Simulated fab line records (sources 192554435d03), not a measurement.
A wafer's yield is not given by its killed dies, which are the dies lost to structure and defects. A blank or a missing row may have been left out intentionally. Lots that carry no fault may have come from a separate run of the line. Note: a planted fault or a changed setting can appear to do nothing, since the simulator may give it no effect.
fab line records	flow n5_finfet
[record] lots = 7	wafers = 21
route steps=1938 shown BEOL_M5@1145 BEOL_M6@1197
start_h: hours from the record's opening day to when the first of the lot's shown wafers began	wait_h: how many hours have passed since the lot's step before this one	" same as the row above	L1.1+2: a single row standing in for several wafers	- either no value or no given start	* or withheld: withheld	< > ~ a bound
route shown NAME@n: NAME is a module with steps in the file, n the number in the route of the first one	usual: mean and standard deviation over wafers with no fault	same: alike in all rows	chamber/n: place in a boat	sites: readings site by site	_std_site: standard deviation of those values	_edge_site: mean of outer sites minus mean of inner sites	radius_mm: how far each site lies from the wafer's centre	mask NAME#n: copy n	behind: the most recent tool/chamber to have shaped the wafer	hold: why the lot was held/for how many hours/how that ended	device: transistor that didn't switch, given as n, p or np	end of line: tests of these same wafers at the route's end	a step with no rows: only its recipe	killed: dies lost to structure and defects at the first sort, not the wafer's yield	map: dies across one wafer; x = killed, . = not, _ = none there
set.NAME: the setting that was run; set.NAME@STEP: the one run at that earlier step	model.NAME: the simulator's own value behind a step, which no gauge read
lots whose settings were changed on purpose; a table a step, a row a wafer
[[steps]]
[step N5_BEOL_M5_EXPOSE_25]
[recipe] mask_id = V4	na = 0.33	source_shape = quasar	sigma_inner = 0.2	sigma_outer = 0.6	polarization = unpolarized	defocus_nm = 10	dose_mj = 52.75
lot.wafer	tool	chamber	start_h	wait_h	mask	set.dose_mj
L074.2+4+6	euv_scanner-02	0	163.75	-	V4#0	52.75
L075.2+5+6	euv_scanner-01	0	179.70	-	V4#0	52.75
L080.1+5	euv_scanner-01	0	220.67	-	V4#0	52.75
L080.4	"	0	"	"	V4#0	54.09
L086.2+4+5	euv_scanner-02	0	266.82	-	V4#0	52.75
L087.1	euv_scanner-02	0	275.59	-	V4#0	50.43
L087.2+6	"	0	"	"	V4#0	52.75
L095.1+2	euv_scanner-02	0	312.95	-	V4#0	51.58
L095.4	"	0	"	"	V4#0	52.75
L096.1+2	euv_scanner-02	0	335.37	-	V4#0	52.75
L096.4	"	0	"	"	V4#0	50.41
[step N5_BEOL_M5_PEB_26]
[recipe] peb_temp_c = 100	peb_time_s = 60	resist = CAR-EUV
[step N5_BEOL_M5_DEVELOP_27]
[recipe] develop_time_s = 30	developer = TMAH	resist = CAR-EUV	rinse_liquid = surfactant_rinse	dry = air_spin	dev_temp_c = 23
[step N5_BEOL_M5_CD_MEAS_28]
[recipe] target_cd_nm = 30.6	landing_energy_ev = 500	detector = se_inlens	target_cd_y_nm = 20	polarity = opening
[usual] cd_nm = 30.54/0.22
lot.wafer	tool	chamber	start_h	wait_h	set.dose_mj@BEOL_M5_EXPOSE_25	cd_nm
L074.2	cd_sem-01	0	163.88	-	52.75	30.77
L074.4	"	0	"	"	52.75	30.55
L074.6	"	0	"	"	52.75	30.70
L075.2	cd_sem-03	0	179.83	-	52.75	30.98
L075.5	"	0	"	"	52.75	30.77
L075.6	"	0	"	"	52.75	30.61
L080.1	cd_sem-01	0	220.81	-	52.75	30.18
L080.4	"	0	"	"	54.09	31.18
L080.5	"	0	"	"	52.75	30.28
L086.2	cd_sem-02	0	266.95	-	52.75	30.24
L086.4	"	0	"	"	52.75	30.45
L086.5	"	0	"	"	52.75	30.35
L087.1	cd_sem-01	0	275.73	-	50.43	29.35
L087.2	"	0	"	"	52.75	30.67
L087.6	"	0	"	"	52.75	30.44
L095.1	cd_sem-01	0	313.09	-	51.58	29.84
L095.2	"	0	"	"	51.58	29.86
L095.4	"	0	"	"	52.75	30.32
L096.1	cd_sem-01	0	335.50	-	52.75	30.60
L096.2	"	0	"	"	52.75	30.35
L096.4	"	0	"	"	50.41	29.24
[step N5_BEOL_M5_DESCUM_33]
[recipe] chemistry = O2	time_s = 7	source_power_w = 50	bias_power_w = 20	pressure_mtorr = 20	rf_frequency_hz = 2.712e+07	temp_c = 40	resist = CAR-EUV	o2_flow_sccm = 225
[step N5_BEOL_M5_ETCH_75]
[recipe] chemistry = N2/H2	target = underlayer	target_depth_a = 65	mask_material = CAR-EUV	time_s = 5.2	ion_energy_ev = 200	pressure_mtorr = 30	source_w = 840	bias_w = 150	n2_flow_sccm = 200	h2_flow_sccm = 200	ends = cleared
lot.wafer	tool	chamber	start_h	wait_h	set.dose_mj@BEOL_M5_EXPOSE_25	model.BEOL_M5.cd_nm
L074.2+6	rie_diel-06	2	164.92	0.0	52.75	28
L074.4	"	3	"	"	52.75	28.2
L075.2	rie_diel-06	3	179.99	0.0	52.75	27.6
L075.5+6	"	0,3	"	"	52.75	27.8
L080.1+5	rie_diel-06	2,0	220.96	0.0	52.75	27.8
L080.4	"	0	"	"	54.09	28.4
L086.2+5	rie_diel-06	2,0	267.11	0.0	52.75	28
L086.4	"	0	"	"	52.75	27.8
L087.1	rie_diel-05	1	275.90	0.0	50.43	26.6
L087.2	"	3	"	"	52.75	27.6
L087.6	"	1	"	"	52.75	27.8
L095.1	rie_diel-05	3	313.24	0.0	51.58	27.4
L095.2	"	2	"	"	51.58	27.6
L095.4	"	1	"	"	52.75	27.4
L096.1	rie_diel-06	2	335.66	0.0	52.75	27.8
L096.2	"	0	"	"	52.75	28
L096.4	"	1	"	"	50.41	26.6
[step N5_BEOL_M5_ETCH_67]
[recipe] chemistry = CF4	target = SiARC	target_depth_a = 156	mask_material = CAR-EUV	time_s = 26	ion_energy_ev = 80	pressure_mtorr = 40	source_w = 545	bias_w = 36	Ar_flow_sccm = 100	cf4_flow_sccm = 100	ends = cleared
lot.wafer	tool	chamber	start_h	wait_h	set.spin_rpm@BEOL_M5_COAT_66	set.dose_mj@BEOL_M5_EXPOSE_25	model.BEOL_M5.cd_nm	model.etch.depth_nm	model.CAR-EUV_of_BEOL_M5_COAT_22.thk_nm
L074.2	rie_diel-06	2	164.93	0.0	1500	52.75	28	11.97	11.2
L074.4	"	3	"	"	1500	52.75	28.2	11.98	11.2
L074.6	"	2	"	"	1500	52.75	28	11.98	11.2
L075.2	rie_diel-06	3	180.00	0.0	1560	52.75	27.6	11.78	11.4
L075.5	"	0	"	"	1560	52.75	27.8	11.8	11.4
L075.6	"	3	"	"	1500	52.75	28	12.02	11.2
L080.1	rie_diel-06	2	220.98	0.0	1379	52.75	27.8	12.52	10.6
L080.4	"	0	"	"	1500	54.09	28.6	12	11.2
L080.5	"	0	"	"	1379	52.75	27.8	12.54	10.8
L086.2	rie_diel-06	2	267.12	0.0	1500	52.75	28	11.98	11
L086.4	"	0	"	"	1500	52.75	27.6	11.97	11
L086.5	"	0	"	"	1500	52.75	28	12	11.2
L087.1	rie_diel-05	1	275.92	0.0	1500	50.43	26.6	11.98	11.2
L087.2	"	3	"	"	1500	52.75	27.6	11.96	11.4
L087.6	"	1	"	"	1500	52.75	27.8	11.97	11.2
L095.1	rie_diel-05	3	313.26	0.0	1500	51.58	27.4	12.04	11.2
L095.2	"	2	"	"	1500	51.58	27.6	12.01	11.2
L095.4	"	1	"	"	1500	52.75	27.4	12.05	11.2
L096.1	rie_diel-06	2	335.68	0.0	1500	52.75	28	11.97	11
L096.2	"	0	"	"	1364	52.75	28.2	12.59	10.6
L096.4	"	1	"	"	1500	50.41	26.6	12.01	11
[step N5_BEOL_M5_ETCH_68]
[recipe] chemistry = N2/H2	target = SOC	target_depth_a = 800	overetch_a = 160	mask_material = SiARC	temp_c = 40	time_s = 120	ion_energy_ev = 200	pressure_mtorr = 30	source_w = 840	bias_w = 150	n2_flow_sccm = 200	h2_flow_sccm = 200
[step N5_BEOL_M5_STRIP_69]
[recipe] chemistry = N2/H2	temp_c = 40	n2_flow_sccm = 200	h2_flow_sccm = 200	rf_frequency_hz = 6e+07
[step N5_BEOL_M5_STRIP_76]
[recipe] chemistry = N2/H2	temp_c = 40	n2_flow_sccm = 200	h2_flow_sccm = 200	rf_frequency_hz = 6e+07
[step N5_BEOL_M5_VIA_ETCH_34]
[recipe] chemistry = C4F6/O2	target = SiCOH_lowk	target_depth_a = 883	mask_material = SOC	taper_deg = 4	time_s = 39.2	ion_energy_ev = 250	pressure_mtorr = 30	source_w = 345	bias_w = 185	Ar_flow_sccm = 300	C4F6_flow_sccm = 10	O2_flow_sccm = 10
lot.wafer	tool	chamber	start_h	wait_h	set.dose_mj@BEOL_M5_EXPOSE_25	model.BEOL_M5.cd_nm
L074.2	rie_diel-06	2	165.06	0.0	52.75	28
L074.4+6	"	3,2	"	"	52.75	28.2
L075.2	rie_diel-06	3	180.13	0.0	52.75	27.6
L075.5	"	0	"	"	52.75	27.8
L075.6	"	3	"	"	52.75	28
L080.1	rie_diel-06	2	221.11	0.0	52.75	28
L080.4	"	0	"	"	54.09	28.4
L080.5	"	0	"	"	52.75	27.8
L086.2	rie_diel-06	2	267.25	0.0	52.75	28
L086.4	"	0	"	"	52.75	27.6
L086.5	"	0	"	"	52.75	28.2
L087.1	rie_diel-05	1	276.05	0.0	50.43	26.4
L087.2	"	3	"	"	52.75	27.4
L087.6	"	1	"	"	52.75	27.8
L095.1	rie_diel-05	3	313.39	0.0	51.58	27
L095.2	"	2	"	"	51.58	27.6
L095.4	"	1	"	"	52.75	27.4
L096.1	rie_diel-06	2	335.81	0.0	52.75	27.8
L096.2	"	0	"	"	52.75	28
L096.4	"	1	"	"	50.41	26.6
[step N5_BEOL_M6_PECVD_70]
[recipe] material = SiO2	target_thk_a = 200	temp_c = 400	precursor = TEOS/O2	pressure_torr = 5.5	rf_w = 450	teos_flow_sccm = 53.8	gas = O2	flow_sccm = 3000	time_s = 22.7
lot.wafer	tool	chamber	start_h	wait_h	set.temp_c	model.SiO2_of_BEOL_M6_PECVD_70.thk_nm
L074.2	pecvd-02	1	173.64	0.0	400	19.8
L074.4+6	"	0,2	"	"	400	20.2
L075.2	pecvd-03	0	189.71	0.0	386.4	21.6
L075.5	"	1	"	"	386.4	21.8
L075.6	"	2	"	"	400	20
L080.1	pecvd-04	0	228.98	0.0	400	19.6
L080.4+5	"	0,2	"	"	400	19.8
L086.2	pecvd-02	2	275.68	0.0	388.5	21.4
L086.4	"	1	"	"	388.5	21.6
L086.5	"	2	"	"	400	20.8
L087.1	pecvd-02	2	283.95	0.0	400	19.6
L087.2	"	0	"	"	386.8	21.2
L087.6	"	1	"	"	386.8	21.6
L095.1	pecvd-03	0	320.97	0.0	400	19.6
L095.2+4	"	2,0	"	"	400	20
L096.1	pecvd-04	2	343.87	0.0	415.5	17.6
L096.2	"	0	"	"	415.5	17.8
L096.4	"	2	"	"	400	20.2
[step N5_BEOL_M6_ETCH_66]
[recipe] chemistry = N2/H2	target = SOC	target_depth_a = 800	overetch_a = 160	mask_material = SiARC	temp_c = 40	time_s = 120	ion_energy_ev = 200	pressure_mtorr = 30	source_w = 840	bias_w = 150	n2_flow_sccm = 200	h2_flow_sccm = 200
[usual] rf_vpp_V = 524.6/2
lot.wafer	tool	chamber	start_h	wait_h	set.bias_w	rf_vpp_V	model.SiARC_of_BEOL_M6_COAT_64.thk_nm
L074.2	rie_diel-01	3	177.72	0.0	150	523.4	6.4
L074.4	"	0	"	"	150	527.4	6.4
L074.6	"	2	"	"	150	527.7	6.4
L075.2	rie_diel-02	2	196.39	0.0	150	523.3	6.4
L075.5	"	2	"	"	127.2	472.2	7.4
L075.6	"	0	"	"	150	527.2	6.4
L080.1	rie_diel-02	3	232.46	0.0	150	524.5	6.6
L080.4	"	0	"	"	150	524.2	6.4
L080.5	"	0	"	"	150	528.4	6.4
L086.2	rie_diel-01	0	280.16	0.0	172	576.3	5.2
L086.4	"	3	"	"	150	521.8	6.4
L086.5	"	2	"	"	150	527.5	6.4
L087.1	rie_diel-04	1	288.23	0.0	127.9	471.0	7.6
L087.2	"	2	"	"	127.9	472.9	7.6
L087.6	"	0	"	"	127.9	471.4	7.6
L095.1	rie_diel-02	3	324.74	0.0	150	525.4	6.6
L095.2	"	2	"	"	138.2	496.8	7
L095.4	"	1	"	"	138.2	498.4	7.2
L096.1	rie_diel-02	0	349.62	0.0	142.4	509.0	6.6
L096.2	"	2	"	"	150	523.4	6.4
L096.4	"	3	"	"	150	525.5	6.6
[step N5_BEOL_M6_TRENCH_ETCH_37]
[recipe] chemistry = C4F6/O2	target_depth_a = 944.35	target = SiCOH_lowk	time_s = 31.5	ion_energy_ev = 250	pressure_mtorr = 30	source_w = 345	bias_w = 185	Ar_flow_sccm = 300	C4F6_flow_sccm = 10	O2_flow_sccm = 10
lot.wafer	tool	chamber	start_h	wait_h	set.time_s	model.etch.depth_nm	model.BEOL_M6.feature_depth_nm
L074.2	rie_diel-01	3	-	-	31.5	94.94	95
L074.4	"	0	"	"	31.5	94.9	95
L074.6	"	2	"	"	31.5	95.26	95.2
L075.2	rie_diel-02	2	-	-	31.5	92.35	92.4
L075.5	"	2	"	"	31.5	93.2	93.2
L075.6	"	0	"	"	31.5	94.2	94.2
L080.1	rie_diel-02	3	-	-	37.73	111	111
L080.4	"	0	"	"	37.73	113.7	113.8
L080.5	"	0	"	"	31.5	95.13	95.2
L086.2	rie_diel-01	0	-	-	28.67	86.38	86.4
L086.4	"	3	"	"	28.67	86.48	86.4
L086.5	"	2	"	"	31.5	94.61	94.6
L087.1	rie_diel-04	1	-	-	31.5	95.5	95.6
L087.2	"	2	"	"	31.5	95.64	95.6
L087.6	"	0	"	"	25.65	76.94	77
L095.1	rie_diel-02	3	-	-	31.5	92.28	92.2
L095.2	"	2	"	"	31.5	92.84	92.8
L095.4	"	1	"	"	31.5	93.8	93.8
L096.1	rie_diel-02	0	-	-	31.5	95.81	95.8
L096.2	"	2	"	"	25.52	75.91	76
L096.4	"	3	"	"	25.52	74.37	74.4
[step N5_BEOL_M6_ETCH_41]
[recipe] chemistry = CH3F/O2	target = SiCN	target_depth_a = 297	taper_deg = 2	time_s = 52	ion_energy_ev = 120	mask_material = TiN	pressure_mtorr = 30	source_w = 395	bias_w = 75	Ar_flow_sccm = 150	CH3F_flow_sccm = 30	O2_flow_sccm = 20
[step N5_BEOL_M6_STRIP_80]
[recipe] chemistry = N2/H2	time_s = 10	power_w = 450	temp_c = 40	pressure_mtorr = 20	rf_frequency_hz = 6e+07	bias_power_w = 7	n2_flow_sccm = 200	h2_flow_sccm = 200
[step N5_BEOL_M6_OCD_MEAS_38]
[usual] trench_depth_nm = 94.4/1.4
lot.wafer	tool	chamber	start_h	wait_h	set.time_s@BEOL_M6_TRENCH_ETCH_37	trench_depth_nm
L074.2	ocd-02	-	178.06	-	31.5	95.1
L074.4	"	-	"	"	31.5	94.4
L074.6	"	-	"	"	31.5	95.1
L075.2	ocd-01	-	196.74	-	31.5	91.7
L075.5	"	-	"	"	31.5	93.2
L075.6	"	-	"	"	31.5	93.7
L080.1	ocd-02	-	232.81	-	37.73	111.1
L080.4	"	-	"	"	37.73	114.0
L080.5	"	-	"	"	31.5	95.3
L086.2	ocd-01	-	280.51	-	28.67	86.0
L086.4	"	-	"	"	28.67	86.7
L086.5	"	-	"	"	31.5	94.4
L087.1	ocd-01	-	288.58	-	31.5	95.5
L087.2	"	-	"	"	31.5	95.9
L087.6	"	-	"	"	25.65	76.9
L095.1	ocd-02	-	325.09	-	31.5	92.7
L095.2	"	-	"	"	31.5	92.7
L095.4	"	-	"	"	31.5	93.2
L096.1	ocd-02	-	349.97	-	31.5	96.1
L096.2	"	-	"	"	25.52	76.2
L096.4	"	-	"	"	25.52	74.2
[step N5_BEOL_M6_HM_STRIP_39]
[recipe] chemistry = peroxide_tin_strip	material = TiN	target_depth_a = 250	temp_c = 50	time_s = 158
lot.wafer	tool	chamber	start_h	wait_h	set.temp_c@BEOL_M6_PECVD_70	model.SiO2_of_BEOL_M6_PECVD_70.thk_nm
L074.2	wet_bench-06	2	178.09	0.0	400	19.6
L074.4+6	"	5,1	"	"	400	20
L075.2	wet_bench-03	6	196.77	0.0	386.4	21.4
L075.5	"	2	"	"	386.4	21.6
L075.6	"	0	"	"	400	19.8
L080.1	wet_bench-03	0	232.87	0.1	400	19.4
L080.4+5	"	3,1	"	"	400	19.8
L086.2	wet_bench-03	1	280.54	0.0	388.5	21.2
L086.4	"	6	"	"	388.5	21.6
L086.5	"	2	"	"	400	20.6
L087.1	wet_bench-05	7	288.61	0.0	400	19.4
L087.2	"	3	"	"	386.8	21
L087.6	"	2	"	"	386.8	21.4
L095.1	wet_bench-05	4	325.12	0.0	400	19.4
L095.2+4	"	7,6	"	"	400	19.8
L096.1	wet_bench-05	6	350.00	0.0	415.5	17.4
L096.2	"	1	"	"	415.5	17.6
L096.4	"	0	"	"	400	20
[step N5_BEOL_M6_SRD_40]
[recipe] time_s = 30	temp_c = 23	rinse_liquid = diw	dry = ipa_marangoni
[step N5_BEOL_M6_PRECLEAN_42]
[recipe] chemistry = residue_remover	time_s = 60	temp_c = 40
[step N5_BEOL_M6_ECD_50]
[recipe] material = Cu	target_thk_a = 3000
[step N5_BEOL_M6_ANNEAL_51]
[recipe] temp_c = 225	time_s = 90	ambient = N2
[step N5_BEOL_M6_CMP_52]
[recipe] stop_on = SiCOH_lowk	t_overpolish_s = 6.9	down_force_psi = 1	platen_rpm = 50	clearing_platen_down_force_psi = 1.5	clearing_platen_rpm = 50	post_cmp_clean = cu_alkaline	target_thk_nm = 80	clearing_platen_pad_velocity_m_s = 0.99484	pad_velocity_m_s = 0.99484
lot.wafer	tool	chamber	start_h	wait_h	set.time_s@BEOL_M6_TRENCH_ETCH_37	model.Cu_of_BEOL_M6_ECD_50.thk_nm
L074.2	cmp-03	0	180.56	0.2	31.5	82.6
L074.4	"	1	"	"	31.5	81.8
L074.6	"	3	"	"	31.5	81.2
L075.2	cmp-03	0	200.47	0.3	31.5	81.4
L075.5	"	2	"	"	31.5	80.2
L075.6	"	3	"	"	31.5	81.8
L080.4	cmp-03	1	235.53	0.2	37.73	100
L080.1	"	2	"	"	37.73	98
L080.5	"	3	"	"	31.5	82.2
L086.4+2	cmp-02	2,1	283.70	0.1	28.67	72.8
L086.5	"	2	"	"	31.5	80.2
L087.2	cmp-04	3	292.21	0.2	31.5	79.2
L087.1	"	0	"	"	31.5	80
L087.6	"	2	"	"	25.65	60.2
L095.1	cmp-02	0	327.34	0.3	31.5	79.2
L095.4	"	1	"	"	31.5	81.2
L095.2	"	2	"	"	31.5	79.8
L096.4	cmp-02	0	352.54	0.1	25.52	59.4
L096.2	"	1	"	"	25.52	61
L096.1	"	2	"	"	31.5	79.4
[step N5_BEOL_M6_THK_MEAS_53]
[recipe] thk_meas_gauge = xrf	reads = Cu_of_BEOL_M6_ECD_50
[usual] M6_THK = 81.5/1.9
lot.wafer	tool	chamber	start_h	wait_h	set.time_s@BEOL_M6_TRENCH_ETCH_37	M6_THK[nm]
L074.2	film_metro-01	-	180.82	-	31.5	84.8
L074.4	"	-	"	"	31.5	83.7
L074.6	"	-	"	"	31.5	83.1
L075.2	film_metro-01	-	200.69	-	31.5	83.4
L075.5	"	-	"	"	31.5	81.9
L075.6	"	-	"	"	31.5	83.6
L080.1	film_metro-02	-	235.75	-	37.73	98.9
L080.4	"	-	"	"	37.73	100.5
L080.5	"	-	"	"	31.5	82.3
L086.2	film_metro-02	-	284.00	-	28.67	73.1
L086.4	"	-	"	"	28.67	73.1
L086.5	"	-	"	"	31.5	80.2
L087.1	film_metro-01	-	292.47	-	31.5	81.6
L087.2	"	-	"	"	31.5	80.6
L087.6	"	-	"	"	25.65	61.3
L095.1	film_metro-01	-	327.63	-	31.5	80.2
L095.2	"	-	"	"	31.5	80.8
L095.4	"	-	"	"	31.5	82.4
L096.1	film_metro-01	-	352.83	-	31.5	81.5
L096.2	"	-	"	"	25.52	62.6
L096.4	"	-	"	"	25.52	60.8
[step N5_BEOL_M6_PRE_CLEAN_55]
[recipe] gas = NH3	time_s = 15	temp_c = withheld	rf_power_w = 300
[step N5_BEOL_M6_DEP_56]
[recipe] material = SiCN	target_thk_a = 100	temp_c = withheld	precursor = 3MS/NH3	pressure_torr = 3	rf_w = 202	time_s = 17.5
[step N5_BEOL_M6_RS_MEAS_57]
[recipe] thk_meas_gauge = four-point-probe	reads = Cu_of_BEOL_M6_ECD_50+Co_of_BEOL_M6_CVD_78+TaN_of_BEOL_M6_ALD_77
[usual] M6_RS = 0.285/0.0075
lot.wafer	tool	chamber	start_h	wait_h	set.time_s@BEOL_M6_TRENCH_ETCH_37	M6_RS[ohm/sq]
L074.2	film_metro-02	-	180.95	0.1	31.5	0.276
L074.4	"	-	"	"	31.5	0.279
L074.6	"	-	"	"	31.5	0.282
L075.2	film_metro-01	-	200.83	0.1	31.5	0.281
L075.5	"	-	"	"	31.5	0.285
L075.6	"	-	"	"	31.5	0.279
L080.1	film_metro-01	-	235.88	0.1	37.73	0.226
L080.4	"	-	"	"	37.73	0.222
L080.5	"	-	"	"	31.5	0.277
L086.2	film_metro-02	-	284.13	0.1	28.67	0.321
L086.4	"	-	"	"	28.67	0.320
L086.5	"	-	"	"	31.5	0.286
L087.1	film_metro-01	-	292.60	0.1	31.5	0.286
L087.2	"	-	"	"	31.5	0.289
L087.6	"	-	"	"	25.65	0.403
L095.1	film_metro-01	-	327.76	0.1	31.5	0.289
L095.2	"	-	"	"	31.5	0.287
L095.4	"	-	"	"	31.5	0.281
L096.1	film_metro-01	-	352.97	0.1	31.5	0.288
L096.2	"	-	"	"	25.52	0.396
L096.4	"	-	"	"	25.52	0.410
[[key]]
[split] step = N5_BEOL_M5_EXPOSE_25	setting = dose_mj	stated = 52.75	by = wafer
[response] step = N5_BEOL_M5_CD_MEAS_28	reading = cd_nm	change = +0.282	per = 1%	r = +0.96
[response] step = N5_BEOL_M5_ETCH_75	reading = model.BEOL_M5.cd_nm	change = +0.236	per = 1%	r = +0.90
[response] step = N5_BEOL_M5_ETCH_67	reading = model.BEOL_M5.cd_nm	change = +0.264	per = 1%	r = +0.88
[response] step = N5_BEOL_M5_VIA_ETCH_34	reading = model.BEOL_M5.cd_nm	change = +0.249	per = 1%	r = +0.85
[split] step = N5_BEOL_M6_PECVD_70	setting = temp_c	stated = 400	by = wafer
[response] step = N5_BEOL_M6_PECVD_70	reading = model.SiO2_of_BEOL_M6_PECVD_70.thk_nm	change = -0.512	per = 1%	r = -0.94
[response] step = N5_BEOL_M6_HM_STRIP_39	reading = model.SiO2_of_BEOL_M6_PECVD_70.thk_nm	change = -0.518	per = 1%	r = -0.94
[split] step = N5_BEOL_M6_ETCH_66	setting = bias_w	stated = 150	by = wafer
[response] step = N5_BEOL_M6_ETCH_66	reading = rf_vpp_V	change = +3.48	per = 1%	r = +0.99
[response] step = N5_BEOL_M6_ETCH_66	reading = model.SiARC_of_BEOL_M6_COAT_64.thk_nm	change = -0.0698	per = 1%	r = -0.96
[split] step = N5_BEOL_M6_TRENCH_ETCH_37	setting = time_s	stated = 31.5	by = wafer
[response] step = N5_BEOL_M6_TRENCH_ETCH_37	reading = model.etch.depth_nm	change = +0.979	per = 1%	r = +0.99
[response] step = N5_BEOL_M6_TRENCH_ETCH_37	reading = model.BEOL_M6.feature_depth_nm	change = +0.977	per = 1%	r = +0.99
[response] step = N5_BEOL_M6_OCD_MEAS_38	reading = trench_depth_nm	change = +0.985	per = 1%	r = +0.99
[response] step = N5_BEOL_M6_CMP_52	reading = model.Cu_of_BEOL_M6_ECD_50.thk_nm	change = +0.954	per = 1%	r = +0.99
[response] step = N5_BEOL_M6_THK_MEAS_53	reading = M6_THK	change = +0.977	per = 1%	r = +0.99
[response] step = N5_BEOL_M6_RS_MEAS_57	reading = M6_RS	change = -0.00483	per = 1%	r = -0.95
split outside_this_file step=N5_BEOL_M5_COAT_66 setting=spin_rpm
// split outside_this_file: this setting was split too, and the file shows its column; the key of that split is in another file
